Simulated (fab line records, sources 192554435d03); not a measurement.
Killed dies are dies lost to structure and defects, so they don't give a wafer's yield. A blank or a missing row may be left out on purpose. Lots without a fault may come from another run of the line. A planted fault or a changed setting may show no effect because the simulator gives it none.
fab line records | flow n5_finfet | part 1 of 2: steps 1 to 4 of 6
record lots=23 wafers=69 last_day=17
route steps=1938 shown GATE_CUT@497 MOL_CONTACT_COAG@526
lots that met no fault: from a run of the same line without faults
start_h: hours from the record's first day to the start of the lot's first wafer shown | wait_h: hours since the lot's step before | " the same as in the row above | L1.1+2: a row that stands for several wafers | - no value, or no start given | * or withheld: withheld | < > ~ a bound
route shown NAME@n: a module of which the file shows steps, and the number in the route of the first | usual: mean/standard deviation of fault-free wafers | same: alike in all rows | chamber/n: place in a boat | sites: the reading at each site | _std_site: their standard deviation | _edge_site: outer sites' mean less inner sites' | radius_mm: how far each site lies from the wafer's centre | mask NAME#n: copy n | behind: the tool/chamber that last shaped the wafer | hold: why the lot was held/for how many hours/how that ended | device: the transistor (n, p or np) that didn't switch | end of line: the same wafers' tests at the end of the route | a step without rows: its recipe alone | killed: dies lost to structure and defects at the first sort, not the wafer's yield | map: a wafer's dies, x killed, . not, _ none there
set.NAME: the setting as run; set.NAME@STEP: as run at that earlier step | model.NAME: the simulator's own value behind a step, which no gauge read
steps of the route over a sample of lots; a table a step, a row a wafer
services: from which hour (start_h, from the record's first day; less than 0 if before it) a tool's chamber was out of use, for how many hours, and why
## steps
# step N5_GATE_CUT_STRIP_41
# recipe chemistry=CF4 resist=SiARC power_w=300 bias_power_w=75 pressure_mtorr=50 cf4_flow_sccm=150 rf_frequency_hz=6e+07
# usual bias_power_w=74.99/0.21 cf4_flow_sccm=150.1/0.44 drypump_motor_current_A=5.8/0.36 oes_product_au=0.173/0.012 rf_vpp_V=270.7/1.4 showerhead_plenum_p_Torr=1.78/0.055 throttle_valve_pct=13.71/0.22
# columns lot.wafer tool chamber start_h wait_h bias_power_w cf4_flow_sccm drypump_motor_current_A oes_product_au rf_hours_counter_h rf_vpp_V showerhead_plenum_p_Torr throttle_valve_pct
L074.1 rie_diel-03 2 82.33 0.0 75.22 150.0 6.0 0.162 220 268.2 1.69 13.90
L074.3 " 3 " " 74.99 149.9 5.8 0.168 161 269.2 1.72 13.58
L074.5 " 1 " " 74.98 149.7 6.2 0.178 - 273.1 1.88 13.89
L075.2 rie_diel-01 2 93.02 0.0 74.86 150.1 6.3 0.178 127 269.8 1.75 13.61
L075.4 " 0 " " 75.05 149.5 5.7 0.165 212 270.3 1.79 13.62
L075.6 " 2 " " 74.92 149.9 6.3 0.181 - 271.4 1.75 13.62
L077.1 rie_diel-01 3 104.41 0.0 75.27 149.9 5.4 0.171 148 270.9 1.80 13.65
L077.2 " 0 " " 74.87 149.8 5.7 0.159 216 271.6 1.79 13.63
L077.6 " 3 " " 74.98 150.2 5.4 0.170 - 270.9 1.80 13.67
L078.1 rie_diel-02 0 110.83 0.0 75.27 150.1 6.2 0.178 177 271.7 1.80 13.97
L078.4 " 2 " " 75.10 150.2 5.1 0.165 175 270.7 1.78 13.78
L078.6 " 2 " " 75.03 149.7 5.1 0.163 - 271.9 1.78 13.79
L079.1 rie_diel-01 0 114.52 0.0 75.09 150.1 5.7 0.161 219 270.6 1.79 13.63
L079.2 " 3 " " 74.96 151.7 5.4 0.167 151 272.1 1.80 13.68
L079.3 " 1 " " 74.80 150.3 5.5 0.171 167 272.0 1.78 13.74
L080.1 rie_diel-03 2 119.95 0.0 74.97 150.6 6.0 0.157 231 268.3 1.68 13.91
L080.5 " 2 " " 74.55 150.4 6.0 0.162 - 268.5 1.68 13.93
L080.6 " 3 " " 74.98 150.5 5.8 0.172 - 269.8 1.72 13.63
L081.1 rie_diel-03 3 128.22 0.0 75.05 149.9 5.7 0.174 176 269.2 1.72 13.62
L081.5 " 3 " " 75.05 149.6 5.8 0.170 - 270.0 1.72 13.62
L081.6 " 2 " " 74.93 150.3 6.0 0.161 - 269.8 1.68 13.94
L082.1 rie_diel-03 1 133.09 0.0 75.03 150.2 6.2 0.177 153 272.9 1.87 13.91
L082.3 " 3 " " 75.03 150.5 5.8 0.170 178 268.2 1.72 13.60
L082.5 " 2 " " 74.67 150.7 6.0 0.157 - 269.2 1.68 13.93
L083.1 rie_diel-02 3 139.35 0.0 74.59 150.2 5.4 0.182 78 269.1 1.78 13.04
L083.2 " 1 " " 74.62 149.8 5.8 0.211 10 270.8 1.79 13.39
L083.5 " 2 " " 75.15 150.4 5.1 0.154 - 269.9 1.77 13.82
L084.1 rie_diel-02 2 144.92 0.0 74.71 149.8 5.2 0.161 186 271.7 1.77 13.80
L084.3 " 0 " " 74.66 150.4 6.2 0.168 188 271.3 1.80 13.99
L084.4 " 3 " " 74.90 150.6 5.3 0.190 80 270.6 1.78 13.05
L085.1 rie_diel-03 0 152.00 0.0 74.88 149.1 5.7 0.174 176 273.0 1.85 13.66
L085.2 " 1 " " 75.10 150.8 6.3 0.178 159 270.9 1.87 13.93
L085.6 " 2 " " 75.10 150.5 6.0 0.156 - 269.0 1.68 13.95
L086.1 rie_diel-01 0 159.71 0.0 74.74 149.7 5.6 0.159 232 271.0 1.78 13.65
L086.3 " 2 " " 75.12 150.2 6.3 0.176 145 270.4 1.75 13.64
L086.5 " 2 " " 75.00 150.7 6.3 0.181 - 269.6 1.75 13.67
L087.1 rie_diel-01 1 162.37 0.0 75.26 150.5 5.5 0.175 182 270.8 1.78 13.77
L087.2 " 2 " " 75.20 149.6 6.3 0.182 146 269.3 1.75 13.65
L087.3 " 0 " " 74.70 149.5 5.7 0.163 233 269.3 1.78 13.66
L088.3 rie_diel-03 0 168.56 0.0 74.79 150.2 5.7 0.171 181 271.6 1.85 13.68
L088.5 " 1 " " 74.95 150.4 6.2 0.173 - 271.9 1.87 13.93
L088.6 " 2 " " 74.90 150.7 6.0 0.158 - 268.1 1.68 13.95
L089.1 rie_diel-02 1 173.89 0.0 74.97 150.5 5.8 0.210 20 269.4 1.78 13.41
L089.2 " 0 " " 74.54 149.9 6.3 0.171 196 271.1 1.80 14.00
L089.5 " 2 " " 75.01 149.7 5.1 0.157 - 269.1 1.77 13.84
L090.2 rie_diel-02 2 178.86 0.0 74.82 149.1 5.2 0.158 196 270.9 1.77 13.83
L090.4 " 1 " " 75.50 149.8 5.8 0.215 22 270.9 1.78 13.40
L090.6 " 3 " " 75.15 150.2 5.4 0.184 - 271.2 1.77 13.08
L091.1 rie_diel-03 3 185.68 0.0 74.68 150.1 5.7 0.172 193 271.9 1.71 13.65
L091.2 " 0 " " 75.29 150.1 5.7 0.169 186 274.3 1.85 13.70
L091.6 " 3 " " 74.84 149.6 5.7 0.162 - 267.8 1.71 13.66
L092.1 rie_diel-03 1 190.13 0.0 75.15 150.1 6.3 0.175 171 270.6 1.87 13.96
L092.2 " 3 " " 74.96 149.7 5.8 0.164 195 268.9 1.71 13.66
L092.3 " 0 " " 75.06 150.4 5.7 0.169 188 271.7 1.85 13.68
L093.1 rie_diel-03 1 201.19 0.0 75.31 150.2 6.2 0.175 175 271.7 1.87 13.98
L093.2 " 3 " " 75.20 150.3 5.8 0.163 199 270.3 1.71 13.67
L093.3 " 0 " " 75.27 150.5 5.7 0.176 192 270.5 1.84 13.70
L094.2 rie_diel-01 3 205.09 0.0 74.81 149.3 5.4 0.164 176 270.5 1.79 13.72
L094.3 " 1 " " 75.24 150.0 5.5 0.165 196 269.5 1.78 13.82
L094.5 " 3 " " 75.03 150.4 5.4 0.169 - 270.7 1.79 13.74
L095.1 rie_diel-01 3 210.88 0.0 74.79 150.1 5.4 0.173 179 271.7 1.79 13.73
L095.3 " 1 " " 75.02 150.1 5.5 0.163 198 269.3 1.78 13.81
L095.6 " 3 " " 74.86 150.2 5.4 0.173 - 270.6 1.79 13.73
L096.2 rie_diel-01 1 218.50 0.0 75.26 149.8 5.5 0.168 201 272.4 1.77 13.82
L096.3 " 3 " " 75.35 150.4 5.4 0.163 182 270.0 1.79 13.75
L096.6 " 1 " " 74.91 149.7 5.5 0.167 - 270.6 1.77 13.82
L097.1 rie_diel-01 2 221.44 0.0 75.10 150.3 6.2 0.175 166 270.1 1.74 13.71
L097.3 " 3 " " 75.35 150.0 5.4 0.171 183 270.1 1.79 13.75
L097.6 " 1 " " 75.38 149.4 5.5 0.167 - 270.3 1.77 13.83
# step N5_GATE_CUT_CUT_ETCH_54
# recipe chemistry=Cl2/BCl3 target=TiN mask_material=SiO2 target_depth_a=967 pressure_mtorr=10 icp_w=1000 bias_w=126 Cl2_flow_sccm=53.25 bcl3_flow_sccm=21.75 Ar_flow_sccm=25 ends=cleared
# usual drypump_motor_current_A=5.7/0.57 etch_rf_on_time_s=36.8/1.2 oes_product_au=0.70/0.097 throttle_valve_pct=22.10/0.24
# columns lot.wafer tool chamber start_h wait_h drypump_motor_current_A etch_rf_on_time_s oes_product_au rf_hours_counter_h throttle_valve_pct
L074.1 rie_metal-03 0 82.61 0.1 5.8 38.1 0.62 84 22.15
L074.3 " 0 " " 5.8 38.1 0.61 - 22.15
L074.5 " 0 " " 5.8 38.1 0.62 - 22.14
L075.2 rie_metal-02 0 93.24 0.0 6.6 37.9 0.56 120 22.11
L075.4 " 1 " " 5.5 35.4 0.86 - 21.78
L075.6 " 0 " " 6.6 38.1 0.55 - 22.12
L077.1 rie_metal-02 1 104.64 0.0 5.5 35.8 0.85 2 21.75
L077.2 " 0 " " 6.6 38.1 0.55 121 22.12
L077.6 " 0 " " 6.6 38.1 0.55 - 22.12
L078.1 rie_metal-01 0 111.06 0.0 5.2 35.2 0.76 33 22.40
L078.4 " 1 " " 6.2 37.0 0.68 - 21.85
L078.6 " 0 " " 5.2 35.1 0.76 - 22.40
L079.1 rie_metal-02 1 114.74 0.0 5.5 35.5 0.84 3 21.78
L079.2 " 0 " " 6.6 37.4 0.56 122 22.11
L079.3 " 1 " " 5.5 35.3 0.85 - 21.77
L080.1 rie_metal-03 1 120.18 0.0 4.9 38.6 0.83 1 22.35
L080.5 " 0 " " 5.8 37.9 0.62 - 22.16
L080.6 " 1 " " 4.9 38.5 0.83 - 22.35
L081.1 rie_metal-03 0 128.45 0.0 5.8 37.7 0.62 89 22.14
L081.5 " 0 " " 5.8 37.5 0.61 - 22.15
L081.6 " 1 " " 4.9 38.5 0.83 - 22.36
L082.1 rie_metal-01 1 133.33 0.0 6.2 36.2 0.68 44 21.84
L082.3 " 0 " " 5.2 35.5 0.74 - 22.41
L082.5 " 1 " " 6.2 36.6 0.68 - 21.86
L083.1 rie_metal-01 0 139.58 0.0 5.2 35.5 0.74 36 22.40
L083.2 " 1 " " 6.2 36.4 0.69 45 21.85
L083.5 " 0 " " 5.2 35.6 0.73 - 22.41
L084.1 rie_metal-01 0 145.14 0.0 5.2 35.8 0.74 37 22.42
L084.3 " 0 " " 5.2 35.8 0.74 - 22.41
L084.4 " 1 " " 6.2 36.8 0.68 - 21.85
L085.1 rie_metal-03 0 152.22 0.0 5.8 37.4 0.61 92 22.16
L085.2 " 1 " " 4.8 38.2 0.80 4 22.37
L085.6 " 0 " " 5.8 37.6 0.61 - 22.15
L086.1 rie_metal-02 0 159.94 0.0 6.6 37.6 0.55 126 22.13
L086.3 " 0 " " 6.6 38.2 0.55 - 22.12
L086.5 " 1 " " 5.5 35.3 0.82 - 21.76
L087.1 rie_metal-02 0 162.60 0.0 6.6 38.4 0.54 126 22.12
L087.2 " 1 " " 5.5 36.0 0.81 7 21.79
L087.3 " 0 " " 6.6 38.4 0.55 - 22.12
L088.3 rie_metal-03 0 168.81 0.0 5.8 37.8 0.61 - 22.17
L088.5 " 1 " " 4.9 38.4 0.79 - 22.36
L088.6 " 0 " " 5.8 37.9 0.60 - 22.14
L089.1 rie_metal-01 0 174.12 0.0 5.2 35.2 0.74 39 22.40
L089.2 " 1 " " 6.2 36.0 0.68 48 21.83
L089.5 " 1 " " 6.2 36.0 0.68 - 21.86
L090.2 rie_metal-01 0 179.08 0.0 5.2 35.9 0.72 40 22.42
L090.4 " 0 " " 5.2 35.7 0.74 - 22.42
L090.6 " 1 " " 6.2 37.2 0.67 - 21.87
L091.1 rie_metal-02 0 185.91 0.0 6.6 38.6 0.54 128 22.13
L091.2 " 1 " " 5.5 35.5 0.81 8 21.77
L091.6 " 1 " " 5.5 35.5 0.81 - 21.78
L092.1 rie_metal-03 0 190.36 0.0 5.8 37.9 0.60 95 22.15
L092.2 " 1 " " 4.8 38.0 0.80 7 22.38
L092.3 " 1 " " 4.8 37.9 0.79 - 22.37
L093.1 rie_metal-01 0 201.42 0.0 5.2 35.4 0.73 42 22.41
L093.2 " 1 " " 6.2 36.1 0.68 50 21.86
L093.3 " 0 " " 5.2 35.4 0.73 - 22.41
L094.2 rie_metal-01 1 205.32 0.0 6.2 36.4 0.67 51 21.86
L094.3 " 1 " " 6.2 36.5 0.67 - 21.85
L094.5 " 1 " " 6.2 36.8 0.66 - 21.85
L095.1 rie_metal-02 1 211.11 0.0 5.5 35.3 0.79 11 21.79
L095.3 " 0 " " 6.6 37.7 0.54 - 22.12
L095.6 " 1 " " 5.5 35.2 0.79 - 21.80
L096.2 rie_metal-01 1 218.72 0.0 6.2 36.8 0.66 52 21.86
L096.3 " 1 " " 6.2 36.3 0.67 - 21.86
L096.6 " 1 " " 6.2 36.7 0.67 - 21.86
L097.1 rie_metal-01 0 221.67 0.0 5.1 35.4 0.73 44 22.42
L097.3 " 0 " " 5.1 35.9 0.73 - 22.43
L097.6 " 0 " " 5.1 35.7 0.71 - 22.42
# step N5_GATE_CUT_CUT_ETCH_55
# recipe chemistry=BCl3 target=HfO2 mask_material=SiO2 target_depth_a=32 ion_energy_ev=30 pressure_mtorr=5 icp_w=450 bias_w=18 bcl3_flow_sccm=80
# usual drypump_motor_current_A=5.7/0.57 oes_product_au=0.78/0.11 throttle_valve_pct=32.8/0.46
# columns lot.wafer tool chamber start_h wait_h drypump_motor_current_A oes_product_au rf_hours_counter_h throttle_valve_pct
L074.1 rie_metal-03 0 82.73 0.1 5.8 0.70 84 33.4
L074.3 " 0 " " 5.8 0.70 - 33.4
L074.5 " 0 " " 5.8 0.70 - 33.4
L075.2 rie_metal-02 0 93.30 0.0 6.6 0.62 120 32.6
L075.4 " 1 " " 5.5 0.94 - 32.0
L075.6 " 0 " " 6.6 0.63 - 32.6
L077.1 rie_metal-02 1 104.70 0.0 5.5 0.94 2 32.0
L077.2 " 0 " " 6.6 0.63 121 32.6
L077.6 " 0 " " 6.6 0.62 - 32.6
L078.1 rie_metal-01 0 111.12 0.0 5.1 0.84 33 32.8
L078.4 " 1 " " 6.2 0.76 - 32.6
L078.6 " 0 " " 5.2 0.84 - 32.9
L079.1 rie_metal-02 1 114.80 0.0 5.5 0.94 3 32.0
L079.2 " 0 " " 6.6 0.63 122 32.6
L079.3 " 1 " " 5.5 0.93 - 32.0
L080.1 rie_metal-03 1 120.24 0.0 4.9 0.96 1 33.4
L080.5 " 0 " " 5.8 0.69 - 33.4
L080.6 " 1 " " 4.8 0.95 - 33.4
L081.1 rie_metal-03 0 128.51 0.0 5.8 0.69 89 33.4
L081.5 " 0 " " 5.8 0.70 - 33.4
L081.6 " 1 " " 4.9 0.95 - 33.4
L082.1 rie_metal-01 1 133.39 0.0 6.2 0.75 44 32.6
L082.3 " 0 " " 5.2 0.83 - 32.9
L082.5 " 1 " " 6.2 0.75 - 32.6
L083.1 rie_metal-01 0 139.64 0.0 5.2 0.82 36 32.9
L083.2 " 1 " " 6.2 0.75 45 32.6
L083.5 " 0 " " 5.2 0.83 - 32.9
L084.1 rie_metal-01 0 145.20 0.0 5.2 0.82 37 32.9
L084.3 " 0 " " 5.1 0.82 - 32.9
L084.4 " 1 " " 6.2 0.75 - 32.6
L085.1 rie_metal-03 0 152.28 0.0 5.8 0.69 92 33.4
L085.2 " 1 " " 4.8 0.91 4 33.4
L085.6 " 0 " " 5.8 0.68 - 33.4
L086.1 rie_metal-02 0 160.00 0.0 6.6 0.61 126 32.6
L086.3 " 0 " " 6.6 0.61 - 32.6
L086.5 " 1 " " 5.5 0.91 - 32.0
L087.1 rie_metal-02 0 162.66 0.0 6.6 0.62 126 32.6
L087.2 " 1 " " 5.5 0.91 7 32.0
L087.3 " 0 " " 6.6 0.61 - 32.6
L088.3 rie_metal-03 0 168.86 0.0 5.8 0.68 - 33.4
L088.5 " 1 " " 4.8 0.90 - 33.4
L088.6 " 0 " " 5.8 0.68 - 33.4
L089.1 rie_metal-01 0 174.18 0.0 5.2 0.81 39 32.9
L089.2 " 1 " " 6.2 0.75 48 32.6
L089.5 " 1 " " 6.2 0.75 - 32.6
L090.2 rie_metal-01 0 179.14 0.0 5.2 0.82 40 32.9
L090.4 " 0 " " 5.2 0.81 - 32.9
L090.6 " 1 " " 6.2 0.74 - 32.6
L091.1 rie_metal-02 0 185.97 0.0 6.6 0.62 128 32.6
L091.2 " 1 " " 5.5 0.89 8 32.0
L091.6 " 1 " " 5.5 0.90 - 32.0
L092.1 rie_metal-03 0 190.42 0.0 5.8 0.67 95 33.4
L092.2 " 1 " " 4.9 0.90 7 33.4
L092.3 " 1 " " 4.8 0.90 - 33.4
L093.1 rie_metal-01 0 201.48 0.0 5.2 0.80 42 32.9
L093.2 " 1 " " 6.2 0.73 50 32.6
L093.3 " 0 " " 5.2 0.80 - 32.9
L094.2 rie_metal-01 1 205.38 0.0 6.2 0.74 51 32.6
L094.3 " 1 " " 6.2 0.74 - 32.6
L094.5 " 1 " " 6.2 0.74 - 32.6
L095.1 rie_metal-02 1 211.17 0.0 5.5 0.88 11 32.0
L095.3 " 0 " " 6.6 0.61 - 32.6
L095.6 " 1 " " 5.5 0.88 - 32.0
L096.2 rie_metal-01 1 218.78 0.0 6.2 0.73 52 32.6
L096.3 " 1 " " 6.2 0.74 - 32.6
L096.6 " 1 " " 6.2 0.74 - 32.6
L097.1 rie_metal-01 0 221.73 0.0 5.2 0.80 44 32.9
L097.3 " 0 " " 5.2 0.81 - 32.9
L097.6 " 0 " " 5.2 0.80 - 32.9
# step N5_GATE_CUT_INSPECT_26
# recipe inspect_instrument=darkfield mode=post_cmp
# usual raw_defect_count=39/16
# columns lot.wafer tool chamber start_h wait_h raw_defect_count
L074.1 defect_inspect-02 - 86.26 0.0 36
L074.3 " - " " 28
L074.5 " - " " 10
L075.2 defect_inspect-01 - 96.16 0.0 75
L075.4 " - " " 41
L075.6 " - " " 70
L077.1 defect_inspect-01 - 107.55 0.0 34
L077.2 " - " " 34
L077.6 " - " " 53
L078.1 defect_inspect-01 - 113.97 0.0 22
L078.4 " - " " 38
L078.6 " - " " 20
L079.1 defect_inspect-01 - 117.66 0.0 39
L079.2 " - " " 22
L079.3 " - " " 35
L080.1 defect_inspect-01 - 123.09 0.0 34
L080.5 " - " " 37
L080.6 " - " " 40
L081.1 defect_inspect-02 - 131.39 0.0 49
L081.5 " - " " 57
L081.6 " - " " 48
L082.1 defect_inspect-02 - 136.24 0.0 34
L082.3 " - " " 31
L082.5 " - " " 66
L083.1 defect_inspect-02 - 142.66 0.0 76
L083.2 " - " " 34
L083.5 " - " " 62
L084.1 defect_inspect-01 - 148.45 0.0 36
L084.3 " - " " 43
L084.4 " - " " 43
L085.1 defect_inspect-02 - 155.13 0.0 25
L085.2 " - " " 13
L085.6 " - " " 30
L086.1 defect_inspect-02 - 162.85 0.0 22
L086.3 " - " " 18
L086.5 " - " " 24
L087.1 defect_inspect-01 - 165.51 0.0 43
L087.2 " - " " 40
L087.3 " - " " 29
L088.3 defect_inspect-01 - 171.70 0.0 33
L088.5 " - " " 53
L088.6 " - " " 71
L089.1 defect_inspect-01 - 177.06 0.0 66
L089.2 " - " " 56
L089.5 " - " " 65
L090.2 defect_inspect-02 - 182.00 0.0 27
L090.4 " - " " 21
L090.6 " - " " 14
L091.1 defect_inspect-01 - 188.84 0.0 46
L091.2 " - " " 52
L091.6 " - " " 21
L092.1 defect_inspect-02 - 193.65 0.0 22
L092.2 " - " " 28
L092.3 " - " " 29
L093.1 defect_inspect-01 - 204.79 0.0 23
L093.2 " - " " 27
L093.3 " - " " 31
L094.2 defect_inspect-01 - 208.31 0.0 21
L094.3 " - " " 31
L094.5 " - " " 20
L095.1 defect_inspect-02 - 214.28 0.0 52
L095.3 " - " " 45
L095.6 " - " " 34
L096.2 defect_inspect-01 - 221.68 0.0 26
L096.3 " - " " 44
L096.6 " - " " 39
L097.1 defect_inspect-01 - 224.58 0.0 52
L097.3 " - " " 39
L097.6 " - " " 20
